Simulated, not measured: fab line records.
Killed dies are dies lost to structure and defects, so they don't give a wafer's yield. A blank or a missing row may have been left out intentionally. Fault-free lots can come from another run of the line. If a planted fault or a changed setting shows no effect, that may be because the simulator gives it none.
The tool behind it: which one? | flow n5 finfet | 8 lots, 24 wafers sampled, at 6 steps of a route of 1938

== WHAT THE GAUGES SHOWED, per wafer ==
N5_BEOL_M0_SAQP_INSPECT_16: inspects for defects (brightfield).
lot  | measured     | on                | raw defect count
L651 | day 6 02:42  | defect inspect-02 | 601 327 389
L652 | day 6 09:04  | defect inspect-02 | 428 445 378
L657 | day 7 13:41  | defect inspect-02 | 582 654 608
L661 | day 8 16:43  | defect inspect-02 | 329 248 358
L662 | day 8 23:41  | defect inspect-02 | 447 675 442
L663 | day 9 01:35  | defect inspect-01 | 491 502 499
L671 | day 10 22:13 | defect inspect-01 | 394 400 685
L672 | day 11 08:19 | defect inspect-02 | 301 253 297

N5_BEOL_M0_SAQP_CD_MEAS_40 targets a cd of 30 nm.
lot  | measured     | on        | cd nm (nm)
L651 | day 6 07:00  | cd sem-02 | 29.87 30.39 30.29
L652 | day 6 12:44  | cd sem-02 | 30.24 30.55 30.17
L657 | day 7 17:41  | cd sem-02 | 26.93 27.51 27.24
L661 | day 8 21:12  | cd sem-02 | 27.89 27.64 28.30
L662 | day 9 03:44  | cd sem-02 | 30.41 29.86 29.97
L663 | day 9 05:39  | cd sem-02 | 29.69 29.65 30.24
L671 | day 11 02:56 | cd sem-03 | 30.00 30.06 29.85
L672 | day 11 12:05 | cd sem-02 | 30.43 29.85 30.12

N5_BEOL_M4_RC_MEAS_101.
lot  | measured     | on        | DIBL_N (mV/V)  | DIBL_P (mV/V)  | IOFF_N (nA/um) | IOFF_P (nA/um) | ION_N (uA/um) | ION_P (uA/um) | SS_N (mV/dec)  | SS_P (mV/dec)  | VT_N (mV)   | VT_P (mV)
L651 | day 8 18:03  | prober-02 | 35.1 37.2 37.5 | 33.9 36.8 35.1 | 0.13 0.17 0.17 | 0.15 0.19 0.16 | 653 682 677   | 449 455 451   | 70.7 71.6 71.5 | 73.5 73.1 73.5 | 251 251 248 | -257 -255 -256
L652 | day 8 14:13  | prober-02 | 32.8 35.9 34.4 | 32.8 35.1 32.9 | 0.12 0.16 0.14 | 0.17 0.20 0.17 | 660 663 652   | 454 454 446   | 70.6 71.8 71.6 | 72.8 72.8 72.2 | 255 250 252 | -252 -252 -251
L661 | day 11 00:52 | prober-01 | 37.7 34.9 36.2 | 38.5 36.7 37.5 | 0.19 0.14 0.16 | 0.26 0.21 0.23 | 688 677 677   | 475 466 461   | 72.3 70.8 72.2 | 73.5 73.7 72.3 | 248 253 248 | -245 -249 -246
L662 | day 11 09:40 | prober-02 | 34.9 35.7 36.9 | 35.1 34.9 37.2 | 0.13 0.14 0.17 | 0.16 0.16 0.19 | 673 672 686   | 455 454 459   | 70.6 71.3 71.6 | 73.0 73.2 74.1 | 251 253 250 | -256 -256 -251
L663 | day 11 09:52 | prober-01 | 38.3 38.2 35.9 | 38.9 39.0 36.5 | 0.21 0.21 0.16 | 0.27 0.26 0.21 | 691 691 681   | 467 470 467   | 71.7 71.4 71.6 | 74.6 74.2 72.9 | 247 246 251 | -247 -248 -250
L671 | day 13 07:12 | prober-02 | 37.5 38.9 35.0 | 38.7 40.3 35.1 | 0.20 0.23 0.14 | 0.28 0.30 0.22 | 681 696 660   | 473 471 468   | 72.4 72.0 71.2 | 74.4 74.2 73.2 | 244 245 251 | -247 -243 -249
L672 | day 14 00:20 | prober-01 | 39.1 37.7 39.5 | 38.5 37.1 39.5 | 0.18 0.16 0.19 | 0.23 0.22 0.26 | 663 659 681   | 460 458 467   | 71.9 72.1 72.8 | 74.1 73.7 73.8 | 251 252 251 | -249 -248 -247

== TOOL THAT RAN EACH LOT (tool first, then ch and the chambers of the sampled wafers, then the start) ==
lot  | N5_BEOL_M0_SAQP_HM_OPEN_112        | N5_BEOL_M0_SAQP_EXPOSE_37         | N5_BEOL_M0_SAQP_ETCH_73
L651 | rie diel-01 ch 1,2,3, day 6 02:56  | euv scanner-02 ch 0, day 6 06:53  | rie diel-01 ch 0,2,3, day 6 07:10
L652 | rie diel-06 ch 0,2,3, day 6 09:17  | euv scanner-02 ch 0, day 6 12:37  | rie diel-01 ch 0,1,3, day 6 12:54
L657 | rie diel-06 ch 0,3, day 7 13:55    | euv scanner-02 ch 0, day 7 17:33  | rie diel-03 ch 0,3, day 7 18:01
L661 | rie diel-06 ch 1,2,3, day 8 16:56  | euv scanner-02 ch 0, day 8 21:04  | rie diel-01 ch 0,1,3, day 8 21:23
L662 | rie diel-06 ch 1,2, day 8 23:55    | euv scanner-01 ch 0, day 9 03:37  | rie diel-03 ch 1,2, day 9 04:02
L663 | rie diel-01 ch 1,2,3, day 9 01:48  | euv scanner-01 ch 0, day 9 05:31  | rie diel-03 ch 1,2, day 9 05:49
L671 | rie diel-01 ch 0,1,3, day 10 22:26 | euv scanner-01 ch 0, day 11 02:49 | rie diel-01 ch 0,2,3, day 11 03:07
L672 | rie diel-06 ch 0,3, day 11 08:37   | euv scanner-01 ch 0, day 11 11:58 | rie diel-06 ch 0,1,2, day 11 12:16
- N5_BEOL_M0_SAQP_HM_OPEN_112: chemistry CHF3/O2, target SiO2, stops on a-Si, target depth 12 nm, time 13.5 s.
- N5_BEOL_M0_SAQP_EXPOSE_37: exposes mask M0 CUT1, target cd 30 nm.
- N5_BEOL_M0_SAQP_ETCH_73: etches SiARC in CF4, target depth 19.5 nm, time 32.5 s.

== WHAT THE TOOLS THEMSELVES READ (means of the sampled wafers that have a number; where no wafer has one, the mark that the record gives instead) ==
N5_BEOL_M0_SAQP_HM_OPEN_112.
lot  | tool        | drypump motor current A (A) | oes product au (a.u.) | rf vpp V (V) | showerhead plenum p Torr (Torr) | throttle valve pct (%)
L651 | rie diel-01 | 6.0                         | 0.52                  | 528          | 2.35                            | 18.67
L652 | rie diel-06 | 5.4                         | 0.54                  | 519          | 2.43                            | 18.88
L657 | rie diel-06 | 5.6                         | 0.58                  | 517          | 2.40                            | 18.74
L661 | rie diel-06 | 5.5                         | 0.52                  | 524          | 2.46                            | 18.77
L662 | rie diel-06 | 5.4                         | 0.50                  | 520          | 2.41                            | 18.88
L663 | rie diel-01 | 6.0                         | 0.50                  | 527          | 2.34                            | 18.70
L671 | rie diel-01 | 5.8                         | 0.50                  | 526          | 2.41                            | 18.74
L672 | rie diel-06 | 5.5                         | 0.54                  | 524          | 2.47                            | 18.83

N5_BEOL_M0_SAQP_EXPOSE_37.
lot  | tool           | exposure dose mJ cm2
L651 | euv scanner-02 | 45.22
L652 | euv scanner-02 | 45.18
L657 | euv scanner-02 | 40.04
L661 | euv scanner-02 | 40.96
L662 | euv scanner-01 | 44.68
L663 | euv scanner-01 | 44.72
L671 | euv scanner-01 | 44.73
L672 | euv scanner-01 | 44.70

N5_BEOL_M0_SAQP_ETCH_73.
lot  | tool        | drypump motor current A (A) | etch rf on time s (s) | oes product au (a.u.) | rf vpp V (V) | showerhead plenum p Torr (Torr) | throttle valve pct (%)
L651 | rie diel-01 | 5.8                         | 32.3                  | 0.67                  | 184.3        | 2.12                            | 15.58
L652 | rie diel-01 | 5.7                         | 32.8                  | 0.67                  | 184.0        | 2.15                            | 15.50
L657 | rie diel-03 | 5.4                         | 31.8                  | 0.68                  | 186.0        | 2.25                            | 15.49
L661 | rie diel-01 | 5.7                         | 32.2                  | 0.67                  | 184.0        | 2.15                            | 15.54
L662 | rie diel-03 | 5.8                         | 33.3                  | 0.66                  | 184.5        | 2.18                            | 15.24
L663 | rie diel-03 | 5.7                         | 33.6                  | 0.65                  | 185.5        | 2.18                            | 15.25
L671 | rie diel-01 | 5.8                         | 32.6                  | 0.64                  | 184.4        | 2.11                            | 15.64
L672 | rie diel-06 | 5.6                         | 32.3                  | 0.69                  | 184.9        | 2.12                            | 15.59

== THE ANSWER, worked out from the rows above alone ==
Rule: what is usual is taken from the lots themselves. The widest of any qualifying gaps counts: lots, ordered by their means at a reading, are off when they make up no more than a third of the lots, leave a main group of 4 or more, and stand apart from it by 3 or more times the standard deviation of that group's means. The tables above print the reading to a certain number of digits; a main group whose means all agree to those digits is not used. Also off: a lot with no number at a reading for which 4 or more lots have one. The other lots that the step has rows for count as sound. Order of review: gauges by route order, followed by the tools' own readings, for which a lot's mean as printed above is used. At the first step where some lot is off, the reading lying furthest off is the one used; lots without a number count as furthest.
Off at N5_BEOL_M0_SAQP_CD_MEAS_40 (cd nm): L657, L661. The main group has a mean of 30.09 nm with a standard deviation of 0.15.
A tool fits if, at a process step before that reading, it ran every lot that is off, and no sound lot after the first of them. The gauges at N5_BEOL_M0_SAQP_CD_MEAS_40 aren't tried: what is off there is off at N5_BEOL_M0_SAQP_EXPOSE_37 too, on other tools, and a gauge's error can't cause that. One fits: euv scanner-02 at N5_BEOL_M0_SAQP_EXPOSE_37. A fault onset in the window from L652 (day 6 12:37, its last sound lot) to L657 (day 7 17:33, its first lot off) fits.
On the lots that are off, the tool's own readings at N5_BEOL_M0_SAQP_EXPOSE_37 differ by more than 5 times the standard deviation of the sound lots' means, which bears it out; exposure dose mJ cm2 reads 40.50 there versus 44.87 on the sound lots.

== WHAT WAS PUT IN BY THE SIMULATOR ==
Process parameter drift: euv scanner-02, from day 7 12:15 on, at N5_BEOL_M0_SAQP_EXPOSE_37. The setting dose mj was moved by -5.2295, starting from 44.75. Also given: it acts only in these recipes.
Lots struck among those shown: L657, L661. The rule given above showed the same thing.
